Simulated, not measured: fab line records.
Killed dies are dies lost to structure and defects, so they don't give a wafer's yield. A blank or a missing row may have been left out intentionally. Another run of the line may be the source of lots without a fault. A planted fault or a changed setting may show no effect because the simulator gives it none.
fab line records	flow nand_harc
record: lots: 6	wafers: 16	last_day: 26
route steps=1159 shown A_CONTACT@864 END@1159
lots that met no fault: taken from a fault-free run of the same line
start_h: hours from the record's opening day to when the first of the lot's shown wafers began	wait_h: how many hours have passed since the lot's step before this one	" same as the row above	L1.1+2: several wafers, shown together as one row	- value missing, or start not given	* or withheld: withheld	< > ~ a bound
route shown NAME@n: NAME is a module with steps in the file, n the number in the route of the first one	usual: mean/standard deviation of fault-free wafers	same: alike in all rows	chamber/n: place in a boat	sites: the reading at each site	_std_site: how widely they spread, as a standard deviation	_edge_site: the outer-site mean with the inner-site mean subtracted	radius_mm: for every site, how far away it sits from the centre of the wafer	mask NAME#n: copy n	behind: tool/chamber where the wafer was last shaped	hold: why the lot went on hold/how many hours it stayed there/how the hold came to an end	device: whichever transistor did not switch (one of n, p or np)	end of line: the same wafers' tests at the end of the route	a step given without rows: its recipe and nothing more	killed: dies lost to structure and defects at the first sort, not the wafer's yield	map: shows each die of a wafer: x if killed, . if not, _ if none is there
set.NAME: the run value of the setting; set.NAME@STEP: its run value at that earlier step	model.NAME: the simulator's own value behind a step, which no gauge read
certain route steps with their lots: each step a table, each wafer a row
services: when a tool's chamber went out of use (start_h, in hours from the record's first day, below 0 if earlier), for how many hours, and the reason
== steps ==
step: NHARC_A_CONTACT_ETCH_113
recipe: source_w: withheld	pressure_mtorr: 20	bias_v: 3000	time_s: 94	target_depth_a: 9220	ar_flow_sccm: withheld	c4f8_flow_sccm: withheld	o2_flow_sccm: withheld	chemistry: C4F8/O2/Ar
step: NHARC_A_CONTACT_ETCH_114
recipe: source_w: withheld	pressure_mtorr: 20	bias_v: 3000	time_s: 94	target_depth_a: 9220	ar_flow_sccm: withheld	c4f8_flow_sccm: withheld	o2_flow_sccm: withheld	chemistry: C4F8/O2/Ar
step: NHARC_A_CONTACT_ETCH_115
recipe: source_w: withheld	pressure_mtorr: 20	bias_v: 3000	time_s: 94	target_depth_a: 9220	ar_flow_sccm: withheld	c4f8_flow_sccm: withheld	o2_flow_sccm: withheld	chemistry: C4F8/O2/Ar
usual: run_length_s: 94/0
lot.wafer	tool	chamber	start_h	wait_h	rf_hours_counter_h	run_length_s
L279.2	har_cap_etch-03	1	379.58	0.1	86	94
L279.1	"	0	"	"	86	94
L279.6	"	0	"	"	-	94
L283.1	har_cap_etch-02	1	390.53	0.1	12	94
L283.6	"	0	"	"	-	94
L283.5	"	1	"	"	-	94
L284.2	har_cap_etch-03	0	419.00	0.1	93	94
L284.3	"	1	"	"	-	94
L284.6	"	0	"	"	-	94
L287.4	har_cap_etch-01	1	430.13	0.1	-	94
L287.6	"	0	"	"	-	94
L290.5	har_cap_etch-02	1	448.33	0.1	-	94
L290.6	"	0	"	"	-	94
L300.2	har_cap_etch-01	0	515.31	0.1	80	94
L300.1	"	1	"	"	80	94
L300.4	"	1	"	"	-	94
step: NHARC_A_CONTACT_ETCH_116
recipe: source_w: withheld	pressure_mtorr: 20	bias_v: 3000	time_s: 94	target_depth_a: 9220	ar_flow_sccm: withheld	c4f8_flow_sccm: withheld	o2_flow_sccm: withheld	chemistry: C4F8/O2/Ar
usual: run_length_s: 94/0
lot.wafer	tool	chamber	start_h	wait_h	rf_hours_counter_h	run_length_s
L279.2	har_cap_etch-03	1	379.70	0.1	86	94
L279.1	"	0	"	"	86	94
L279.6	"	0	"	"	-	94
L283.1	har_cap_etch-02	1	390.62	0.1	12	94
L283.6	"	0	"	"	-	94
L283.5	"	1	"	"	-	94
L284.2	har_cap_etch-03	0	419.09	0.1	93	94
L284.3	"	1	"	"	-	94
L284.6	"	0	"	"	-	94
L287.4	har_cap_etch-01	1	430.22	0.1	-	94
L287.6	"	0	"	"	-	94
L290.5	har_cap_etch-02	1	448.42	0.1	-	94
L290.6	"	0	"	"	-	94
L300.2	har_cap_etch-01	0	515.43	0.1	80	94
L300.1	"	1	"	"	80	94
L300.4	"	1	"	"	-	94
step: NHARC_A_CONTACT_ETCH_117
recipe: source_w: withheld	pressure_mtorr: 20	bias_v: 3000	time_s: 94	target_depth_a: 9220	ar_flow_sccm: withheld	c4f8_flow_sccm: withheld	o2_flow_sccm: withheld	chemistry: C4F8/O2/Ar
step: NHARC_A_CONTACT_ETCH_118
recipe: source_w: withheld	pressure_mtorr: 20	bias_v: 3000	time_s: 94	target_depth_a: 9220	ar_flow_sccm: withheld	c4f8_flow_sccm: withheld	o2_flow_sccm: withheld	chemistry: C4F8/O2/Ar
usual: run_length_s: 94/0
lot.wafer	tool	chamber	start_h	wait_h	rf_hours_counter_h	run_length_s
L279.2	har_cap_etch-03	1	379.94	0.1	86	94
L279.1	"	0	"	"	86	94
L279.6	"	0	"	"	-	94
L283.1	har_cap_etch-02	1	390.80	0.1	12	94
L283.6	"	0	"	"	-	94
L283.5	"	1	"	"	-	94
L284.2	har_cap_etch-03	0	419.27	0.1	94	94
L284.3	"	1	"	"	-	94
L284.6	"	0	"	"	-	94
L287.4	har_cap_etch-01	1	430.40	0.1	-	94
L287.6	"	0	"	"	-	94
L290.5	har_cap_etch-02	1	448.60	0.1	-	94
L290.6	"	0	"	"	-	94
L300.2	har_cap_etch-01	0	515.67	0.1	80	94
L300.1	"	1	"	"	80	94
L300.4	"	1	"	"	-	94
step: NHARC_A_CONTACT_ETCH_119
recipe: source_w: withheld	pressure_mtorr: 20	bias_v: 3000	time_s: 94	target_depth_a: 9220	ar_flow_sccm: withheld	c4f8_flow_sccm: withheld	o2_flow_sccm: withheld	chemistry: C4F8/O2/Ar
step: NHARC_A_CONTACT_ETCH_120
recipe: source_w: withheld	pressure_mtorr: 20	bias_v: 3000	time_s: 94	target_depth_a: 9220	ar_flow_sccm: withheld	c4f8_flow_sccm: withheld	o2_flow_sccm: withheld	chemistry: C4F8/O2/Ar
step: NHARC_A_CONTACT_ETCH_121
recipe: source_w: withheld	pressure_mtorr: 20	bias_v: 3000	time_s: 94	target_depth_a: 9220	ar_flow_sccm: withheld	c4f8_flow_sccm: withheld	o2_flow_sccm: withheld	chemistry: C4F8/O2/Ar
usual: run_length_s: 94/0
lot.wafer	tool	chamber	start_h	wait_h	rf_hours_counter_h	run_length_s
L279.2	har_cap_etch-03	1	380.25	0.1	87	94
L279.1	"	0	"	"	87	94
L279.6	"	0	"	"	-	94
L283.1	har_cap_etch-02	1	391.07	0.1	12	94
L283.6	"	0	"	"	-	94
L283.5	"	1	"	"	-	94
L284.2	har_cap_etch-03	0	419.54	0.1	94	94
L284.3	"	1	"	"	-	94
L284.6	"	0	"	"	-	94
L287.4	har_cap_etch-01	1	430.67	0.1	-	94
L287.6	"	0	"	"	-	94
L290.5	har_cap_etch-02	1	448.87	0.1	-	94
L290.6	"	0	"	"	-	94
L300.2	har_cap_etch-01	0	516.03	0.1	80	94
L300.1	"	1	"	"	80	94
L300.4	"	1	"	"	-	94
step: NHARC_A_CONTACT_ETCH_122
recipe: source_w: withheld	pressure_mtorr: 20	bias_v: 3000	time_s: 95	target_depth_a: 9300	ar_flow_sccm: withheld	c4f8_flow_sccm: withheld	o2_flow_sccm: withheld	chemistry: C4F8/O2/Ar
step: NHARC_A_CONTACT_ETCH_123
recipe: source_w: withheld	pressure_mtorr: 20	bias_v: 400	time_s: 253	target_depth_a: 10900	ar_flow_sccm: withheld	c4f8_flow_sccm: 11.5	o2_flow_sccm: 7.2	chemistry: C4F8/O2/Ar
step: NHARC_A_CONTACT_ETCH_90
recipe: target_depth_a: 400	over_etch_frac: 0.5	time_s: 85.7	ion_energy_ev: 120	ch3f_flow_sccm: 50	o2_flow_sccm: 30	ar_flow_sccm: 200	rf_w: 500	bias_w: 100	chemistry: CH3F/O2
usual: drypump_motor_current_A: 5.7/0.5	oes_product_au: 0.96/0.038	rf_vpp_V: 244.5/1.5	run_length_s: 106.5/0.35	showerhead_plenum_p_Torr: 2.47/0.09	throttle_valve_pct: 20.663/0.0091
lot.wafer	tool	chamber	start_h	wait_h	drypump_motor_current_A	oes_product_au	rf_hours_counter_h	rf_vpp_V	run_length_s	showerhead_plenum_p_Torr	throttle_valve_pct
L279.2	rie_diel-13	0	381.02	0.5	5.6	1.00	19	243.9	106.1	2.46	20.658
L279.1	"	3	"	"	6.2	1.00	17	247.1	106.9	2.55	20.671
L279.6	"	1	"	"	5.2	1.01	-	243.7	106.9	2.50	20.662
L283.1	rie_diel-07	1	391.88	0.5	4.7	0.93	61	242.0	106.4	2.37	20.656
L283.5	"	2	"	"	5.9	0.92	-	246.8	106.6	2.56	20.684
L283.6	"	1	"	"	4.7	0.94	-	244.2	106.3	2.37	20.658
L284.3	rie_diel-11	1	420.36	0.4	5.5	0.98	23	247.4	106.0	2.55	20.676
L284.2	"	2	"	"	5.5	1.01	20	247.6	106.6	2.65	20.665
L284.6	"	0	"	"	5.8	1.01	-	245.1	106.6	2.47	20.656
L287.4	rie_diel-13	0	431.44	0.4	5.6	0.92	29	244.6	106.7	2.45	20.648
L287.6	"	2	"	"	6.0	0.94	-	242.2	106.6	2.33	20.670
L290.5	rie_diel-13	3	449.65	0.4	6.2	0.93	-	245.5	106.3	2.54	20.650
L290.6	"	0	"	"	5.6	0.93	-	244.3	106.0	2.45	20.660
L300.1	rie_diel-07	3	516.99	0.6	5.5	0.94	34	245.6	106.2	2.60	20.670
L300.4	"	0	"	"	6.7	0.93	33	243.0	105.9	2.34	20.664
L300.2	"	1	"	"	4.7	0.92	34	241.5	106.3	2.36	20.666
step: NHARC_A_CONTACT_ETCH_96
recipe: target_depth_a: 200	over_etch_frac: 0.5	time_s: 10	ion_energy_ev: 250	c4f6_flow_sccm: 25	o2_flow_sccm: 20	ar_flow_sccm: 500	rf_w: 600	bias_w: 500	chemistry: C4F6/O2
usual: drypump_motor_current_A: 5.8/0.5	oes_product_au: 0.975/0.028	rf_vpp_V: 546.9/2.9	run_length_s: 30.8/0.31	showerhead_plenum_p_Torr: 3.93/0.14	throttle_valve_pct: 26.904/0.0092
lot.wafer	tool	chamber	start_h	wait_h	drypump_motor_current_A	oes_product_au	rf_hours_counter_h	rf_vpp_V	run_length_s	showerhead_plenum_p_Torr	throttle_valve_pct
L279.1	rie_diel-13	2	381.16	-	6.1	1.027	16	542.9	30.8	3.74	26.889
L279.2	"	0	"	"	5.6	1.000	19	547.3	30.6	3.92	26.888
L279.6	"	3	"	"	6.2	1.003	-	550.3	30.5	4.06	26.899
L283.1	rie_diel-07	1	392.00	0.1	4.7	0.960	61	543.4	30.4	3.80	26.902
L283.5	"	1	"	"	4.7	0.961	-	543.5	30.6	3.80	26.909
L283.6	"	0	"	"	6.7	0.964	-	544.8	30.2	3.77	26.922
L284.2	rie_diel-11	0	420.47	-	5.9	1.000	22	547.6	30.5	3.94	26.906
L284.3	"	2	"	"	5.5	1.014	20	552.3	31.2	4.21	26.884
L284.6	"	3	"	"	6.6	1.011	-	547.9	31.0	3.99	26.911
L287.4	rie_diel-13	2	431.57	-	6.0	0.988	27	543.8	27.4	3.73	26.902
L287.6	"	3	"	"	6.2	0.948	-	548.1	27.2	4.05	26.889
L290.5	rie_diel-13	0	449.74	-	5.6	0.949	-	546.7	30.6	3.92	26.907
L290.6	"	1	"	"	5.2	0.955	-	546.7	27.4	3.97	26.912
L300.2	rie_diel-07	1	517.24	-	4.8	0.935	34	545.2	30.5	3.77	26.897
L300.4	"	2	"	"	6.1	0.945	21	548.5	30.8	4.06	26.898
L300.1	"	0	"	"	6.7	0.973	33	542.9	30.6	3.75	26.908
step: NHARC_A_CONTACT_CD_MEAS_53
usual: cd_nm: 189.5/0.82
lot.wafer	tool	chamber	start_h	wait_h	cd_nm
L279.1	cd_sem-01	-	381.24	-	189.1
L279.2	"	-	"	"	189.2
L279.6	"	-	"	"	188.6
L283.1	cd_sem-01	-	392.09	-	188.4
L283.5	"	-	"	"	188.5
L283.6	"	-	"	"	189.1
L284.2	cd_sem-03	-	420.55	-	190.1
L284.3	"	-	"	"	191.3
L284.6	"	-	"	"	190.2
L287.4	cd_sem-03	-	431.66	-	190.3
L287.6	"	-	"	"	189.6
L290.5	cd_sem-03	-	449.83	-	190.3
L290.6	"	-	"	"	190.6
L300.1	cd_sem-02	-	517.32	-	189.9
L300.2	"	-	"	"	189.3
L300.4	"	-	"	"	190.3
step: NHARC_END_SORT_01
recipe: temp_c: 25
usual: killed_at_array: 27/12	killed_at_other: 0.9/1.1	killed_at_periphery: 3.2/2.4	killed_dies: 31/12	killed_open: 3.3/1.7	killed_short: 2.0/1.6
same: gross_dies: 677
lot.wafer	tool	chamber	start_h	wait_h	killed_at_array	killed_at_other	killed_at_periphery	killed_dies	killed_open	killed_short
L287.4	prober-01	0	573.76	3.3	435	4	3	442	1	1
L287.6	prober-01	0	575.33	3.9	484	3	2	489	4	1
L290.6	prober-02	0	590.87	4.0	483	0	2	485	2	1
killed by level:class
L287.4 A_CONTACT:area_etch=414 A_CHANNEL_HOLE_D1:chamber_film_flake=18 THIN_TSV:chamber_film_flake=4 A_STAIRCASE:chamber_film_flake=2 P_CONTACT:geometric_particle:short=1 P_CONTACT:geometric_particle:open=1 P_M1:chamber_film_flake=1 A_CONTACT:chamber_film_flake=1
L287.6 A_CONTACT:area_etch=460 A_CHANNEL_HOLE_D1:chamber_film_flake=17 A_STAIRCASE:chamber_film_flake=3 THIN_TSV:chamber_film_flake=3 P_CONTACT:geometric_particle:open=1 P_M0:geometric_particle:short=1 A_WL_FILL:geometric_particle:open=1 A_CONTACT:geometric_particle:open=1
L290.6 A_CONTACT:area_etch=461 A_CHANNEL_HOLE_D1:chamber_film_flake=7 A_CONTACT:chamber_film_flake=7 A_STAIRCASE:chamber_film_flake=5 P_CONTACT:geometric_particle:open=1 P_CONTACT:geometric_particle:short=1 A_CHANNEL_HOLE_D1:geometric_particle:open=1 A_CHANNEL_FILL_D1:chamber_film_flake=1
map L287.6 (x killed, . not)
____________.____________
_________xxxxxxx_________
_______xxx.xxxx..x_______
______x...xxx.xxx..______
_____...xxxxxx.xx..._____
____x.x..xxxxxxxxxxx.____
____.x..xxxxxxxx.xxxx____
___xx.xxxxxxxx.xxxxxxx___
___.xxxxxx.xxxxxxxx..x___
__.....xxxxxxx.xx.xxxx.__
__.x.xxxxxx.xx.xxxxxx.x__
_x.x.x.xxx.xxxxxxx.xx..._
_..xx.xxxxxxxxxxx.xxxxxx_
_.x.xxx.xxxxxxxxxxxxxxxx_
_..xxxxxxxxxxxxxxxxxx..x_
_.xx..xx.xxxxxxx.xxxxx.._
.xxxxxxxxxxxxxxxxxxxxxx.x
.xxx.xxxxxxx.xxxxx.x...x.
..xxxxxxxxxxxxxxx.xx....x
..xxxxxxxxxxxxxxxxxxxx.xx
x.x.xxxx.xxxxxx.xxxxxxxxx
_..x.xxxxxxxxxxxxxxx.xxx_
_..xx.xxxxxxxx.xxxxxxxxx_
_.xx.x.x.xxxxxxxxxxxxx.._
_x...xx.xxx.xxxxx.xxx..._
_x.x..x.xxxxxxxxxxxxx..._
__.xx..xxx.x.xxxxxxx..x__
__.xxxxxxx.xxxxxxxxx.xx__
___.....xxxxxxxxx..xxx___
___x.xx..xxxxxx.x.xxxx___
____..x.x.x.xx.x..xx.____
____x.x...x...xxx.x..____
_____..xxxxxxxx.x..x_____
______x.x.xxxx.x...______
_______x....x.x.x._______
_________xx..x.._________
____________.____________
map L290.6 (x killed, . not)
____________.____________
_________..x...._________
_______...xxx....x_______
______x.xx....xx.xx______
_____....xxxxxx..x.x_____
____..xxxxxx.x..xx...____
____x...x.xxxx..xxx..____
___x..xxxx.x..xxx.xxxx___
___.....xxxxxxx..xx.x.___
__....xx.xxxxx.x.xxxx..__
__.xxxxx.xx.x.xxxxx..x.__
_...xxxxxxxxx.x.x.xx...._
_xxxxxxxxxxxxxxxxxx.x.x._
_..xxxxxxxxxxxxxxxxxxx.._
_.xxxxxxxxxx.xxxxxxxx..x_
_.x.xxxxxxxxxxxxx.xxx.xx_
x.xxxxxxxx.xxxxxxxx..xx..
.xx.xxxx.xxxxxxxxxxxxxxxx
.x.xxxxxxxxxxxxxxxxxxxxx.
...xxxxxxxxxxxxxx.xxx.x..
xx..xxxxxxxxx.xx.x..x.x..
_xxxx.xxxxxxx.xxxxxx.x.._
_.xxxxxxxxxxxxxxxxxxxx.._
_xxxxxxxxxxxxxxxxxxxx.x._
_.xxxxxxxxxxxxxx..x.x.x._
_xx.xxxxx.xxxxxx..x.x.x._
__xx.xxxxxxxx.xxxxxxxx.__
__...xxxxxxxxx.xxxxxx..__
___.xxxxxxx.x.x.xx.xx.___
___.xxxxxxxxxxxxxxxxx.___
____.xxxxxxxxxx.x.xxx____
____xx.xx.xxxxxxx.x..____
_____xxx.x...xx..x.x_____
______x.xxxxx.x.xx.______
_______xx.xx.x.x.x_______
_________.xx.xxx_________
____________x____________
== services ==
tool	chamber	start_h	hours	kind
rie_diel-13	0	358.51	-	clean
rie_diel-13	1	358.51	-	clean
rie_diel-13	2	358.51	-	clean
rie_diel-13	3	358.51	-	clean
rie_diel-13	3	363.34	4.3	repair
rie_diel-11	-	366.67	9.0	pm
rie_diel-07	3	371.03	30.2	repair
rie_diel-13	0	383.04	-	clean
rie_diel-13	1	383.04	-	clean
rie_diel-13	2	383.04	-	clean
rie_diel-13	3	383.04	-	clean
rie_diel-07	-	405.26	9.0	pm
rie_diel-13	0	407.59	-	clean
rie_diel-13	1	407.59	-	clean
rie_diel-13	2	407.59	-	clean
rie_diel-13	3	407.59	-	clean
har_cap_etch-01	-	411.28	0.1	repair
rie_diel-13	0	432.09	-	clean
rie_diel-13	1	432.09	-	clean
rie_diel-13	2	432.09	-	clean
rie_diel-07	2	443.45	30.7	repair
rie_diel-07	0	448.96	4.0	repair
rie_diel-13	-	453.00	9.0	pm
rie_diel-13	0	516.32	3.3	repair
== key ==
first_sign: step: NHARC_A_CONTACT_ETCH_96	reading: run_length_s	direction: down	sigmas: 11	usual: *	struck: *
effect: step: NHARC_END_SORT_01	reading: killed_dies	direction: up	sigmas: 38	usual: 31	struck: 472
more_kills_born_at: NHARC_A_CONTACT_ETCH_96@rie_diel-13: 1335
met_at NHARC_A_CONTACT_ETCH_96
struck_wafers L287.4,L287.6,L290.6
later_rows_left_out L287.4,L287.6,L290.6
tester_left_out L287,L290
onset_between 381.16 431.57
fault: kind: process_parameter_drift	tool: rie_diel-13	chamber: -	onset_h: 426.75	steps: NHARC_A_CONTACT_ETCH_96	channel: time_s	offset: *	shape: step	end_h: 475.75	scope: struck_wafers_only	acts_in: *	stated: *
tester_left_out: of these lots the tester's yield and bins aren't shown, on N5 and GAA mostly nor the transistor test; their killed dies are dies lost to structure and defects alone, not to doping, threshold or leakage, so they don't give the yield
later_rows_left_out: the simulator's readings of these wafers behind a module that went badly wrong aren't trusted and aren't shown, but for the sort
